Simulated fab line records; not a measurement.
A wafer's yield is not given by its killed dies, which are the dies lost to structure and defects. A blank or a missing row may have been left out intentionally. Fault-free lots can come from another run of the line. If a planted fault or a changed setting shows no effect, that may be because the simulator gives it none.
Chamber matching -- flow nand-harc -- 3 sister chambers for NHARC_A_SGD_CUT_DEP_00 on pecvd-04
The step deposits SiNx, target thk 50 nm. 18 wafers are shown with their chamber, then 9 later ones without.

## WAFERS PAIRED WITH THEIR CHAMBERS
wafer,chamber,heater-power-w (W)
L074.2,2,586
L074.5,2,605
L074.6,0,793
L077.2,0,732
L077.3,1,632
L077.5,1,643
L080.1,1,573
L080.2,0,707
L080.5,2,644
L085.2,2,664
L085.3,0,674
L085.4,1,597
L085.1,1,580
L085.5,2,666
L085.6,0,706
L088.3,0,768
L088.5,0,749
L088.6,2,590

SIGNATURES (averages over the wafers above)
reading,chamber 0,chamber 1,chamber 2,scatter within a chamber
heater-power-w,732.71,605.00,625.83,37
Rule: for each reading, subtract the chamber's mean from the wafer's reading, divide by that reading's scatter and square the result; add these up over the readings and take the root, which gives the wafer's distance from the chamber. If the next closest chamber is less than 2 further off than the closest, the wafer can't be placed; otherwise it belongs to the closest. The scatter: the root of (the sum of the squares of (reading less its chamber's mean) over the shown wafers, divided by (wafers less chambers)).

## WAFERS WHOSE CHAMBER IS MISSING
wafer,heater-power-w (W)
L088.1,679
L088.2,608
L088.4,696
L090.1,581
L090.3,579
L090.6,607
L097.1,577
L097.3,682
L097.5,751

## EACH ONE'S CHAMBER
wafer,from the rows above,in truth
L088.1,can't be placed: 2 or 0 or 1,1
L088.2,can't be placed: 1 or 2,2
L088.4,can't be placed: 0 or 2 or 1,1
L090.1,can't be placed: 1 or 2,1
L090.3,can't be placed: 1 or 2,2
L090.6,can't be placed: 1 or 2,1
L097.1,can't be placed: 1 or 2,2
L097.3,can't be placed: 0 or 2 or 1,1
L097.5,0,0
Correctly placed: 1 of 9. These rows do not allow placing 8 (true chamber among the candidates in 8). 0 placed wrongly.
